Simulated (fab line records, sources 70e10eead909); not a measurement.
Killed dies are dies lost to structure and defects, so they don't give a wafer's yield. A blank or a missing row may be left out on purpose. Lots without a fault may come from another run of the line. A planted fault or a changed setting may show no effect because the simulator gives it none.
Chamber matching | flow nand_harc | NHARC_A_BLC_DESCUM_15 on rie_diel-01: 4 sister chambers
The step chemistry O2, time 3 s. 20 wafers are shown with their chamber, then 10 later ones without.

WAFERS WITH THEIR CHAMBER
wafer  | chamber | showerhead_plenum_p_Torr (Torr) | drypump_motor_current_A (A) | oes_product_au (a.u.)
L074.2 | 3       | 1.94                            | 6.0                         | 0.992
L074.5 | 0       | 1.91                            | 5.1                         | 1.011
L074.6 | 1       | 2.06                            | 5.3                         | 1.004
L076.1 | 1       | 2.06                            | 5.3                         | 1.014
L076.2 | 3       | 1.94                            | 5.9                         | 0.988
L076.6 | 1       | 2.06                            | 5.3                         | 1.006
L078.2 | 3       | 1.94                            | 5.9                         | 0.994
L078.3 | 1       | 2.06                            | 5.3                         | 1.009
L078.6 | 1       | 2.06                            | 5.3                         | 0.999
L084.1 | 3       | 1.93                            | 6.0                         | 0.989
L084.2 | 0       | 1.91                            | 5.2                         | 0.997
L084.6 | 2       | 2.00                            | 5.6                         | 0.997
L086.1 | 0       | 1.91                            | 5.1                         | 0.997
L086.3 | 2       | 2.00                            | 5.7                         | 1.007
L086.5 | 1       | 2.05                            | 5.3                         | 0.999
L087.1 | 1       | 2.05                            | 5.3                         | 1.006
L087.4 | 2       | 2.00                            | 5.6                         | 1.005
L087.6 | 2       | 2.00                            | 5.6                         | 1.001
L089.1 | 0       | 1.91                            | 5.2                         | 0.995
L089.4 | 2       | 2.00                            | 5.6                         | 0.979

SIGNATURES (means of the wafers above)
reading                  | chamber 0 | chamber 1 | chamber 2 | chamber 3 | scatter within a chamber
showerhead_plenum_p_Torr | 1.9100    | 2.0571    | 2.0000    | 1.9375    | 0.00369
drypump_motor_current_A  | 5.150     | 5.300     | 5.620     | 5.950     | 0.0418
oes_product_au           | 1.00000   | 1.00529   | 0.99780   | 0.99075   | 0.00733
Rule: a wafer's distance from a chamber is the root of the sum, over the readings, of the square of ((its reading less the chamber's mean) divided by the reading's scatter). The wafer belongs to the nearest chamber; if the next one is less than 2 further off, it can't be placed. The scatter: the root of (the sum of the squares of (reading less its chamber's mean) over the shown wafers, divided by (wafers less chambers)).

WAFERS WITHOUT THEIR CHAMBER
wafer  | showerhead_plenum_p_Torr (Torr) | drypump_motor_current_A (A) | oes_product_au (a.u.)
L089.5 | 2.05                            | 5.3                         | 1.007
L088.1 | 1.93                            | 5.9                         | 0.999
L088.5 | 1.93                            | 6.0                         | 0.997
L088.6 | 2.00                            | 5.6                         | 0.997
L091.1 | 1.93                            | 6.0                         | 1.004
L091.3 | 2.05                            | 5.3                         | 1.009
L091.5 | 2.00                            | 5.6                         | 0.999
L091.2 | 1.91                            | 5.1                         | 1.011
L091.4 | 2.00                            | 5.6                         | 1.005
L091.6 | 2.05                            | 5.3                         | 1.006

WHICH CHAMBER EACH WENT THROUGH
wafer  | from the rows above | in truth
L089.5 | 1                   | 1
L088.1 | 3                   | 3
L088.5 | 3                   | 3
L088.6 | 2                   | 2
L091.1 | 3                   | 3
L091.3 | 1                   | 1
L091.5 | 2                   | 2
L091.2 | 0                   | 0
L091.4 | 2                   | 2
L091.6 | 1                   | 1
Placed correctly: 10 of 10. Can't be placed from these rows: 0. Placed wrongly: 0.
